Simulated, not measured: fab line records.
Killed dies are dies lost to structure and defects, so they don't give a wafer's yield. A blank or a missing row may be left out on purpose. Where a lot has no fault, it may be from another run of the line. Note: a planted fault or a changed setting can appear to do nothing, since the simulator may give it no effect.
fab line records | flow n5-finfet
[record] lots = 15 wafers = 45 last-day = 17
route steps=1938 shown BEOL_M0_SAQP@637 BEOL_M4@1111
lots that met no fault: from a run of the same line without faults
start-h: hours from the record's first day to the start of the lot's first wafer shown | wait-h: hours since the lot's step before | " the same as in the row above | L1.1+2: a single row standing in for several wafers | - value missing, or start not given | * or withheld: withheld | < > ~ a bound
route shown NAME@n: names a module that has steps shown in the file, with the first one's number in the route | usual: mean/standard deviation taken from wafers without a fault | same: alike in all rows | chamber/n: place in a boat | sites: each site's reading | _std_site: their standard deviation | _edge_site: mean of outer sites minus mean of inner sites | radius-mm: how far each site lies from the wafer's centre | mask NAME#n: copy n | behind: the tool/chamber that last shaped the wafer | hold: cause of the lot's hold/its duration in hours/its outcome | device: names the non-switching transistor (n, p or np) | end of line: tests run on the same wafers once the route is complete | a step given without rows: its recipe and nothing more | killed: at the first sort, the dies lost to defects and structure; wafer yield is something else | map: shows each die of a wafer: x if killed, . if not, _ if none is there
set.NAME: the setting the step ran with; set.NAME@STEP: the setting that earlier step ran with | model.NAME: the simulator's own value behind a step, which no gauge read
the route's steps for a sample of lots (tables are steps, rows are wafers)
services: a tool's chamber out of use, with start hour (start-h, from the record's first day; less than 0 if before it), hours out, and reason
[[steps]]
[step N5_BEOL_M0_SAQP_PECVD_97]
[recipe] material = SiNx target-thk-a = 230 temp-c = 350 precursor = SiH4/NH3/N2 pressure-torr = 1.5 rf-w = 300 time-s = 19.9
[usual] heater-power-w = 613/64 showerhead-plenum-p-Torr = 5.12/0.062 throttle-valve-pct = 39.5/2.3
// columns lot.wafer tool chamber start-h wait-h heater-power-w showerhead-plenum-p-Torr throttle-valve-pct
L370.2 pecvd-01 2 109.22 0.0 673 5.19 37.7
L370.4 " 2 " " 669 5.19 38.4
L370.6 " 0 " " 655 5.18 43.6
L371.1 pecvd-03 2 119.31 0.0 728 5.04 38.7
L371.2 " 0 " " 616 5.11 42.5
L371.4 " 0 " " 603 5.11 42.7
L372.1 pecvd-01 2 124.89 0.0 693 5.17 38.2
L372.2 " 0 " " 629 5.19 43.7
L372.5 " 0 " " 615 5.20 43.3
L373.2 pecvd-03 1 135.37 0.0 551 5.21 38.6
L373.4 " 1 " " 567 5.20 38.9
L373.6 " 0 " " 605 5.11 42.6
L374.3 pecvd-01 2 140.16 0.0 614 5.19 38.4
L374.4 " 0 " " 639 5.17 43.3
L374.6 " 2 " " 613 5.18 38.4
L377.2 pecvd-02 2 157.28 0.0 622 5.16 36.2
L377.4 " 2 " " 590 5.15 36.5
L377.6 " 0 " " 550 5.08 37.5
L381.2 pecvd-01 2 183.37 0.0 594 5.18 38.4
L381.3 " 1 " " 563 5.11 38.2
L381.6 " 2 " " 604 5.19 38.5
L382.1 pecvd-01 0 187.87 0.0 575 5.19 44.0
L382.3 " 1 " " 606 5.11 38.4
L382.6 " 0 " " 576 5.20 43.9
L383.1 pecvd-01 0 195.67 0.0 653 5.17 43.9
L383.4 " 1 " " 637 5.10 38.3
L383.6 " 2 " " 705 5.18 38.4
L384.1 pecvd-03 2 199.05 0.0 724 5.05 38.9
L384.5 " 2 " " 734 5.03 39.0
L384.6 " 0 " " 624 5.12 42.5
L385.1 pecvd-03 1 204.11 0.0 571 5.20 39.4
L385.3 " 2 " " 675 5.04 38.9
L385.4 " 0 " " 614 5.10 42.6
L386.2 pecvd-02 0 209.96 0.0 603 5.08 37.7
L386.5 " 2 " " 640 5.17 36.5
L386.6 " 0 " " 621 5.08 37.7
L387.1 pecvd-02 2 217.01 0.0 659 5.17 36.4
L387.2 " 1 " " 471 5.03 36.9
L387.4 " 0 " " 567 5.07 37.7
L390.3 pecvd-03 0 232.16 0.0 544 5.11 42.8
L390.4 " 2 " " 707 5.03 39.2
L390.6 " 0 " " 551 5.11 42.6
L391.1 pecvd-03 2 246.48 0.0 670 5.05 39.4
L391.4 " 0 " " 608 5.10 42.5
L391.5 " 1 " " 543 5.21 39.0
[step N5_BEOL_M0_SAQP_CD_MEAS_14]
[recipe] target-cd-nm = 42.5 landing-energy-ev = 500 detector = se-inlens
[usual] cd-nm = 42.5/0.33
// columns lot.wafer tool chamber start-h wait-h cd-nm
L370.2 cd-sem-03 0 109.83 - 42.6
L370.4 " 0 " " 42.2
L370.6 " 0 " " 42.4
L371.1 cd-sem-03 0 119.94 - 42.7
L371.2 " 0 " " 42.2
L371.4 " 0 " " 42.1
L372.1 cd-sem-03 0 125.39 - 42.6
L372.2 " 0 " " 42.9
L372.5 " 0 " " 42.9
L373.2 cd-sem-01 0 135.99 - 42.1
L373.4 " 0 " " 42.0
L373.6 " 0 " " 42.2
L374.3 cd-sem-03 0 140.65 - 42.8
L374.4 " 0 " " 42.5
L374.6 " 0 " " 42.2
L377.2 cd-sem-01 0 157.78 - 42.8
L377.4 " 0 " " 42.8
L377.6 " 0 " " 42.9
L381.2 cd-sem-01 0 183.99 - 42.7
L381.3 " 0 " " 42.8
L381.6 " 0 " " 42.6
L382.1 cd-sem-02 0 188.49 - 42.8
L382.3 " 0 " " 42.7
L382.6 " 0 " " 43.1
L383.1 cd-sem-02 0 199.76 - 43.2
L383.4 " 0 " " 42.7
L383.6 " 0 " " 43.0
L384.1 cd-sem-02 0 199.80 - 41.9
L384.5 " 0 " " 42.3
L384.6 " 0 " " 42.7
L385.1 cd-sem-03 0 204.73 - 43.0
L385.3 " 0 " " 42.5
L385.4 " 0 " " 43.0
L386.2 cd-sem-03 0 210.45 - 42.1
L386.5 " 0 " " 42.3
L386.6 " 0 " " 42.5
L387.1 cd-sem-01 0 217.62 - 42.0
L387.2 " 0 " " 42.3
L387.4 " 0 " " 42.5
L390.3 cd-sem-03 0 232.65 - 42.4
L390.4 " 0 " " 42.7
L390.6 " 0 " " 42.5
L391.1 cd-sem-01 0 246.97 - 42.7
L391.4 " 0 " " 42.4
L391.5 " 0 " " 42.6
[step N5_BEOL_M0_SAQP_MANDREL_ETCH_20]
[recipe] target-depth-a = 600 chemistry = HBr/Cl2 target = a-Si stop-on = SiNx bt-time-s = 10 mask-material = SOC over-etch-frac = 0.5 time-s = 30 pressure-mtorr = 10 icp-w = 800 bias-w = 75 HBr_flow_sccm = 150 Cl2_flow_sccm = 80 ends = end-point
[usual] HBr_flow_sccm = 150.0/0.43 bias-w = 75.00/0.2 drypump-motor-current-A = 5.6/0.37 oes-product-au = 0.769/0.013 throttle-valve-pct = 35.4/0.31
// columns lot.wafer tool chamber start-h wait-h HBr_flow_sccm bias-w drypump-motor-current-A oes-product-au rf-hours-counter-h throttle-valve-pct
L370.2 rie-si-02 0 110.37 0.0 149.9 75.22 5.2 0.757 12 35.4
L370.4 " 3 " " 149.7 74.98 5.5 0.762 181 35.4
L370.6 " 0 " " 149.4 75.05 5.2 0.775 - 35.4
L371.1 rie-si-03 2 120.50 0.0 150.1 75.14 5.7 0.775 135 35.8
L371.2 " 3 " " 150.5 75.40 5.2 0.765 182 35.2
L371.4 " 3 " " 150.3 75.20 5.2 0.760 - 35.2
L372.1 rie-si-03 2 125.75 0.0 150.3 74.80 5.7 0.783 135 35.8
L372.2 " 3 " " 150.2 74.64 5.2 0.756 182 35.2
L372.5 " 0 " " 149.8 74.89 5.4 0.785 - 34.8
L373.2 rie-si-03 0 136.57 0.0 150.3 75.44 5.4 0.772 8 34.8
L373.4 " 2 " " 150.6 75.06 5.7 0.794 136 35.7
L373.6 " 2 " " 150.5 75.13 5.7 0.778 - 35.8
L374.3 rie-si-02 1 141.01 0.0 150.4 74.78 5.3 0.757 9 35.8
L374.4 " 3 " " 150.3 75.04 5.5 0.758 181 35.5
L374.6 " 0 " " 150.7 74.80 5.2 0.767 - 35.4
L377.2 rie-si-04 2 158.24 0.0 149.7 75.01 5.7 0.754 21 35.6
L377.4 " 1 " " 149.9 75.22 6.3 0.793 - 35.5
L377.6 " 2 " " 149.8 75.06 5.7 0.762 - 35.5
L381.2 rie-si-02 3 184.35 0.0 - - - - - -
L381.3 " 1 " " - - - - - -
L381.6 " 1 " " - - - - - -
L382.1 rie-si-03 2 188.85 0.0 - - - - - -
L382.3 " 3 " " - - - - - -
L382.6 " 2 " " - - - - - -
L383.1 rie-si-04 0 200.12 0.0 - - - - - -
L383.4 " 1 " " - - - - - -
L383.6 " 0 " " - - - - - -
L384.1 rie-si-02 1 200.16 0.0 149.8 75.15 5.3 0.760 10 35.8
L384.5 " 1 " " 150.1 75.23 5.3 0.760 - 35.8
L384.6 " 2 " " 149.8 74.97 6.3 0.762 - 35.4
L385.1 rie-si-02 2 205.09 0.0 150.2 75.02 6.3 0.754 7 35.4
L385.3 " 1 " " 150.6 75.05 5.3 0.747 10 35.8
L385.4 " 0 " " 150.2 74.68 5.2 0.772 14 35.4
L386.2 rie-si-03 2 210.81 0.0 149.6 75.29 5.7 0.783 137 35.7
L386.5 " 0 " " 150.0 74.79 5.4 0.776 - 34.8
L386.6 " 1 " " 148.6 75.21 5.3 0.761 - 34.9
L387.1 rie-si-04 2 217.99 0.0 149.3 74.63 5.7 0.761 22 35.6
L387.2 " 1 " " 149.7 74.95 6.3 0.793 87 35.6
L387.4 " 3 " " 149.9 75.03 5.8 0.779 3 35.3
L390.3 rie-si-02 1 233.01 0.0 149.9 74.84 5.3 0.748 11 35.8
L390.4 " 2 " " 149.8 75.48 6.4 0.755 8 35.4
L390.6 " 1 " " 150.5 74.96 5.3 0.767 - 35.8
L391.1 rie-si-02 1 247.34 0.0 150.0 75.22 5.3 0.759 11 35.8
L391.4 " 0 " " 150.9 75.18 5.2 0.771 15 35.4
L391.5 " 3 " " 150.4 75.09 5.5 0.764 - 35.4
[step N5_BEOL_M0_SAQP_SPACER1_ETCHBACK_99]
[recipe] chemistry = CHF3/O2 mode = anisotropic-etchback target = SiO2 target-depth-a = 154 time-s = 7.7 pressure-mtorr = 30 source-w = 650 bias-w = 170 Ar_flow_sccm = 200 CHF3_flow_sccm = 50 O2_flow_sccm = 5 ion-energy-ev = 200
[usual] drypump-motor-current-A = 5.8/0.4 oes-product-au = 0.78/0.094 rf-vpp-V = 522/5.1 showerhead-plenum-p-Torr = 2.38/0.083 throttle-valve-pct = 18.81/0.28
// columns lot.wafer tool chamber start-h wait-h drypump-motor-current-A oes-product-au rf-hours-counter-h rf-vpp-V showerhead-plenum-p-Torr throttle-valve-pct
L370.2 rie-diel-02 0 111.95 0.3 5.7 0.77 122 519 2.43 19.11
L370.4 " 1 " " 5.7 0.78 118 517 2.24 18.42
L370.6 " 0 " " 5.7 0.75 - 522 2.43 19.09
L371.1 rie-diel-02 0 121.73 0.3 5.7 0.75 124 520 2.43 19.10
L371.2 " 1 " " 5.7 0.78 121 517 2.24 18.44
L371.4 " 2 " " 5.2 0.67 244 520 2.37 18.76
L372.1 rie-diel-02 1 126.84 0.3 5.7 0.78 123 516 2.24 18.44
L372.2 " 3 " " 6.3 0.69 241 529 2.47 18.71
L372.5 " 1 " " 5.7 0.77 - 515 2.24 18.43
L373.2 rie-diel-02 2 137.67 0.3 5.1 0.67 249 520 2.37 18.76
L373.4 " 3 " " 6.3 0.69 - 529 2.47 18.73
L373.6 " 0 " " 5.7 0.75 - 520 2.43 19.11
L374.3 rie-diel-03 2 142.25 0.4 6.2 0.74 154 520 2.32 18.86
L374.4 " 0 " " 6.1 0.77 167 523 2.31 19.03
L374.6 " 3 " " 6.2 0.80 - 513 2.34 18.86
L377.2 rie-diel-02 3 161.21 0.3 6.3 0.68 253 529 2.46 18.75
L377.4 " 3 " " 6.3 0.68 - 528 2.46 18.73
L377.6 " 1 " " 5.7 0.77 - 517 2.23 18.44
L381.2 rie-diel-02 2 185.44 0.3 5.2 0.36 2 519 2.37 18.25
L381.3 " 0 " " 5.7 0.28 147 520 2.42 19.03
L381.6 " 2 " " 5.2 0.36 - 519 2.37 18.24
L382.1 rie-diel-02 0 190.83 0.3 5.7 0.28 149 520 2.42 19.04
L382.3 " 1 " " 5.7 0.28 140 516 2.23 18.35
L382.6 " 0 " " 5.7 0.28 - 521 2.42 19.04
L383.1 rie-diel-02 1 201.37 0.3 5.7 0.29 144 516 2.23 18.36
L383.4 " 3 " " 6.3 0.36 3 528 2.46 18.22
L383.6 " 0 " " 5.7 0.27 - 521 2.42 19.04
L384.1 rie-diel-03 2 201.57 0.3 6.2 0.73 172 520 2.31 18.90
L384.5 " 1 " " 4.7 0.99 - 527 2.47 18.63
L384.6 " 2 " " 6.2 0.72 - 519 2.31 18.91
L385.1 rie-diel-04 0 206.27 0.3 5.6 0.69 211 524 2.38 19.21
L385.3 " 1 " " 6.1 0.75 167 532 2.50 18.81
L385.4 " 2 " " 5.7 0.99 1 519 2.38 18.76
L386.2 rie-diel-04 1 213.85 0.6 6.1 0.75 169 531 2.50 18.81
L386.5 " 2 " " 5.7 0.98 - 519 2.38 18.77
L386.6 " 1 " " 6.1 0.75 - 532 2.50 18.79
L387.1 rie-diel-03 2 219.08 0.3 6.2 0.72 177 518 2.31 18.90
L387.2 " 1 " " 4.7 0.97 7 525 2.47 18.63
L387.4 " 0 " " 6.1 0.74 189 524 2.30 19.07
L390.3 rie-diel-04 0 234.18 0.3 5.6 0.68 220 524 2.38 19.23
L390.4 " 2 " " 5.7 0.94 10 519 2.37 18.78
L390.6 " 2 " " 5.7 0.94 - 519 2.37 18.77
L391.1 rie-diel-02 0 248.48 0.3 5.7 0.72 167 521 2.41 19.18
L391.4 " 2 " " 5.1 0.92 21 520 2.36 18.40
L391.5 " 2 " " 5.1 0.91 - 520 2.36 18.39
[step N5_BEOL_M0_SAQP_CD_MEAS_25]
[recipe] target-cd-nm = 13.1 landing-energy-ev = 1000 detector = se-inlens
[usual] cd-nm = 12.84/0.2
// columns lot.wafer tool chamber start-h wait-h cd-nm
L370.2 cd-sem-03 0 112.15 0.1 12.44
L370.4 " 0 " " 13.10
L370.6 " 0 " " 13.27
L371.1 cd-sem-03 0 121.93 0.1 12.70
L371.2 " 0 " " 12.87
L371.4 " 0 " " 12.82
L372.1 cd-sem-03 0 127.05 0.1 12.80
L372.2 " 0 " " 12.84
L372.5 " 0 " " 12.64
L373.2 cd-sem-02 0 137.87 0.1 12.91
L373.4 " 0 " " 13.03
L373.6 " 0 " " 12.80
L374.3 cd-sem-01 0 142.46 0.1 13.16
L374.4 " 0 " " 13.03
L374.6 " 0 " " 12.98
L377.2 cd-sem-02 0 161.41 0.1 12.59
L377.4 " 0 " " 12.72
L377.6 " 0 " " 12.82
L381.2 cd-sem-02 0 185.64 0.1 -
L381.3 " 0 " " -
L381.6 " 0 " " -
L382.1 cd-sem-01 0 191.03 0.1 -
L382.3 " 0 " " -
L382.6 " 0 " " -
L383.1 cd-sem-03 0 201.56 0.1 -
L383.4 " 0 " " -
L383.6 " 0 " " -
L384.1 cd-sem-03 0 201.77 0.1 12.82
L384.5 " 0 " " 13.09
L384.6 " 0 " " 12.81
L385.1 cd-sem-03 0 206.47 0.1 12.83
L385.3 " 0 " " 12.56
L385.4 " 0 " " 12.67
L386.2 cd-sem-03 0 214.05 0.1 12.86
L386.5 " 0 " " 13.02
L386.6 " 0 " " 12.82
L387.1 cd-sem-03 0 219.27 0.1 12.75
L387.2 " 0 " " 12.87
L387.4 " 0 " " 12.75
L390.3 cd-sem-01 0 234.38 0.1 12.97
L390.4 " 0 " " 12.60
L390.6 " 0 " " 12.85
L391.1 cd-sem-01 0 248.68 0.1 13.09
L391.4 " 0 " " 12.54
L391.5 " 0 " " 12.89
[step N5_BEOL_M0_SAQP_RECESS_104]
[recipe] chemistry = HF/NH3 target = SiO2 target-depth-a = 180 afs-cycles = 3 temp-c = 30 sublimation-temp-c = 180 sublimation-time-s = 60
[usual] drypump-motor-current-A = 5.5/0.59
// columns lot.wafer tool chamber start-h wait-h drypump-motor-current-A
L370.2 vapor-etch-02 0 112.40 0.1 5.3
L370.4 " 1 " " 4.7
L370.6 " 1 " " 4.7
L371.1 vapor-etch-01 1 122.19 0.1 5.6
L371.2 " 0 " " 6.3
L371.4 " 0 " " 6.3
L372.1 vapor-etch-02 1 127.30 0.1 4.7
L372.2 " 0 " " 5.4
L372.5 " 1 " " 4.7
L373.2 vapor-etch-01 1 138.13 0.1 5.6
L373.4 " 0 " " 6.3
L373.6 " 0 " " 6.3
L374.3 vapor-etch-01 1 142.83 0.2 5.6
L374.4 " 0 " " 6.3
L374.6 " 0 " " 6.3
L377.2 vapor-etch-01 0 161.76 0.1 6.3
L377.4 " 0 " " 6.3
L377.6 " 0 " " 6.3
L381.2 vapor-etch-02 0 185.89 0.1 5.4
L381.3 " 1 " " 4.7
L381.6 " 1 " " 4.7
L382.1 vapor-etch-02 0 191.32 0.1 5.4
L382.3 " 0 " " 5.3
L382.6 " 1 " " 4.7
L383.1 vapor-etch-02 1 201.82 0.1 4.7
L383.4 " 0 " " 5.4
L383.6 " 1 " " 4.7
L384.1 vapor-etch-01 1 202.03 0.1 5.6
L384.5 " 0 " " 6.3
L384.6 " 1 " " 5.6
L385.1 vapor-etch-02 1 206.74 0.1 4.7
L385.3 " 1 " " 4.7
L385.4 " 0 " " 5.3
L386.2 vapor-etch-02 0 214.30 0.1 5.4
L386.5 " 1 " " 4.7
L386.6 " 0 " " 5.4
L387.1 vapor-etch-01 1 219.53 0.1 5.5
L387.2 " 0 " " 6.3
L387.4 " 0 " " 6.3
L390.3 vapor-etch-01 1 234.77 0.2 5.6
L390.4 " 0 " " 6.3
L390.6 " 0 " " 6.3
L391.1 vapor-etch-01 0 248.94 0.1 6.3
L391.4 " 1 " " 5.6
L391.5 " 0 " " 6.3
[step N5_BEOL_M4_RC_MEAS_101]
[usual] DIBL_N = 35.7/1.3 DIBL_P = 35.4/1.8 IOFF_N = 0.152/0.027 IOFF_P = 0.20/0.034 ION_N = 672/9.8 ION_P = 461/7.5 SS_N = 71.4/0.55 SS_P = 73.1/0.61 VT_N = 251/3.3 VT_P = -251/3.6
// columns lot.wafer tool chamber start-h wait-h DIBL_N[mV/V] DIBL_P[mV/V] IOFF_N[nA/um] IOFF_P[nA/um] ION_N[uA/um] ION_P[uA/um] SS_N[mV/dec] SS_P[mV/dec] VT_N[mV] VT_P[mV]
L370.2 prober-01 0 167.97 0.2 34.0 32.5 0.114 0.16 661 457 70.3 72.7 255 -255
L370.4 " 0 " " 35.2 34.1 0.133 0.18 670 464 70.6 73.5 253 -251
L370.6 " 0 " " 34.4 34.2 0.126 0.18 659 452 71.3 73.0 255 -250
L371.1 prober-01 0 179.12 0.0 38.6 38.5 0.217 0.30 674 468 72.4 74.4 248 -244
L371.2 " 0 " " 34.7 32.9 0.139 0.21 671 463 71.0 72.9 251 -249
L371.4 " 0 " " 34.8 34.2 0.144 0.22 673 460 71.6 73.5 251 -248
L372.1 prober-02 0 181.19 0.0 34.3 36.0 0.149 0.18 676 457 70.9 72.8 252 -255
L372.2 " 0 " " 34.6 34.9 0.144 0.17 664 455 71.6 72.0 254 -253
L372.5 " 0 " " 33.5 35.0 0.146 0.17 670 459 70.7 73.0 251 -252
L373.2 prober-01 0 191.24 0.2 35.8 36.2 0.162 0.18 676 452 71.3 73.1 253 -258
L373.4 " 0 " " 36.4 37.6 0.186 0.19 688 469 71.3 73.7 246 -252
L373.6 " 0 " " 36.6 37.3 0.188 0.19 673 453 72.3 73.8 251 -253
L374.3 prober-02 0 194.45 0.3 35.6 36.1 0.174 0.24 679 472 71.7 73.4 247 -243
L374.4 " 0 " " 38.0 39.5 0.237 0.32 694 484 72.4 73.6 243 -242
L374.6 " 0 " " 37.0 37.8 0.203 0.27 691 481 71.8 73.5 243 -243
L377.2 prober-02 0 218.47 0.6 33.7 32.3 0.114 0.16 666 458 70.7 72.2 256 -253
L377.4 " 0 " " 35.1 34.0 0.131 0.19 674 463 71.6 72.7 255 -253
L377.6 " 0 " " 33.6 32.7 0.112 0.17 666 467 72.0 72.5 255 -255
L384.1 prober-01 0 256.09 0.0 35.6 34.7 0.137 0.17 675 451 71.7 73.1 254 -254
L384.5 " 0 " " 35.8 35.1 0.145 0.18 665 456 71.5 73.2 253 -256
L384.6 " 0 " " 37.4 37.0 0.172 0.21 670 454 71.8 73.4 250 -251
L385.1 prober-01 0 261.82 0.0 35.0 34.7 0.129 0.19 657 458 71.1 73.4 253 -250
L385.3 " 0 " " 34.2 32.8 0.116 0.16 658 456 71.4 72.4 257 -252
L385.4 " 0 " " 34.6 33.7 0.115 0.17 653 453 70.1 72.1 256 -250
L386.2 prober-01 0 279.11 0.2 34.7 33.2 0.143 0.19 674 463 72.2 73.0 252 -249
L386.5 " 0 " " 33.4 31.7 0.122 0.17 666 462 71.8 73.3 254 -251
L386.6 " 0 " " 35.4 35.0 0.164 0.21 676 469 72.1 73.5 252 -249
L387.1 prober-02 0 280.66 0.0 39.0 38.9 0.201 0.28 685 474 71.8 74.3 246 -246
L387.2 " 0 " " 38.2 37.8 0.196 0.27 691 479 72.4 74.4 248 -244
L387.4 " 0 " " 37.7 37.7 0.175 0.26 677 472 71.4 74.6 248 -244
L390.3 prober-02 0 286.21 0.3 35.3 35.0 0.137 0.18 679 464 70.7 72.9 254 -252
L390.4 " 0 " " 37.8 38.1 0.182 0.22 689 468 71.5 73.6 249 -249
L390.6 " 0 " " 35.5 35.2 0.137 0.18 678 466 71.0 73.5 250 -253
L391.1 prober-01 0 308.16 0.0 34.3 34.6 0.123 0.18 663 458 71.2 72.0 253 -252
L391.4 " 0 " " 36.4 36.6 0.150 0.20 673 464 71.5 73.5 250 -250
L391.5 " 0 " " 35.3 35.2 0.124 0.17 667 456 71.2 72.7 253 -251
[[services]]
// columns tool chamber start-h hours kind
rie-si-04 - 86.98 14.6 pm
vapor-etch-01 - 101.95 0.1 repair
rie-diel-02 1 128.59 14.5 repair
rie-diel-02 2 143.09 - clean
rie-diel-02 2 143.09 - consumable-replace:focus-ring
rie-diel-02 2 143.09 35.0 scheduled-down
rie-diel-02 2 143.09 35.0 vent-cycle
pecvd-03 0 143.65 5.5 scheduled-down
pecvd-01 1 148.27 5.6 repair
pecvd-03 - 152.71 6.0 pm
rie-si-03 - 156.26 0.4 repair
rie-si-04 - 169.75 0.3 repair
rie-diel-02 3 178.06 - clean
rie-diel-02 3 178.06 - consumable-replace:focus-ring
rie-diel-02 3 178.06 12.3 scheduled-down
rie-diel-02 3 178.06 12.3 vent-cycle
vapor-etch-02 - 188.38 2.7 repair
pecvd-03 1 193.72 6.0 repair
rie-si-03 - 196.64 4.1 repair
vapor-etch-02 - 214.92 0.8 repair
rie-si-03 2 223.85 9.8 repair
rie-si-04 1 224.20 11.2 repair
pecvd-01 - 224.56 28.1 pm
rie-si-04 0 248.69 4.0 repair
[[key]]
[first-sign] step = N5_BEOL_M0_SAQP_MANDREL_ETCH_20 reading = tool-record direction = missing
[effect] step = N5_BEOL_M0_SAQP_SPACER1_ETCHBACK_99 reading = oes-product-au direction = down sigmas = 5 usual = 0.78 struck = 0.31
[effect] step = N5_BEOL_M0_SAQP_CD_MEAS_25 reading = cd-nm direction = missing
met-at N5_BEOL_M0_SAQP_MANDREL_ETCH_20
struck-lots L381,L382,L383
later-rows-left-out L381.2,L381.3,L381.6,L382.1,L382.3,L382.6,L383.1,L383.4,L383.6
sort-left-out L381.2,L381.3,L381.6,L382.1,L382.3,L382.6,L383.1,L383.4,L383.6
not-acting-at N5_BEOL_M0_SAQP_PECVD_97,N5_BEOL_M0_SAQP_CD_MEAS_14,N5_BEOL_M0_SAQP_RECESS_104
onset-between 158.24 184.35
[fault] kind = skipped-step-whole tool = rie-si-02,rie-si-03,rie-si-04 chamber = - onset-h = 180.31 steps = N5_BEOL_M0_SAQP_MANDREL_ETCH_20 scope = struck-lots-only
// sort-left-out: the simulated sort isn't trusted on such a fault, so these wafers' sort isn't shown, and their yield isn't known
// later-rows-left-out: the simulator's readings of these wafers behind a module that went badly wrong aren't trusted and aren't shown, but for the sort
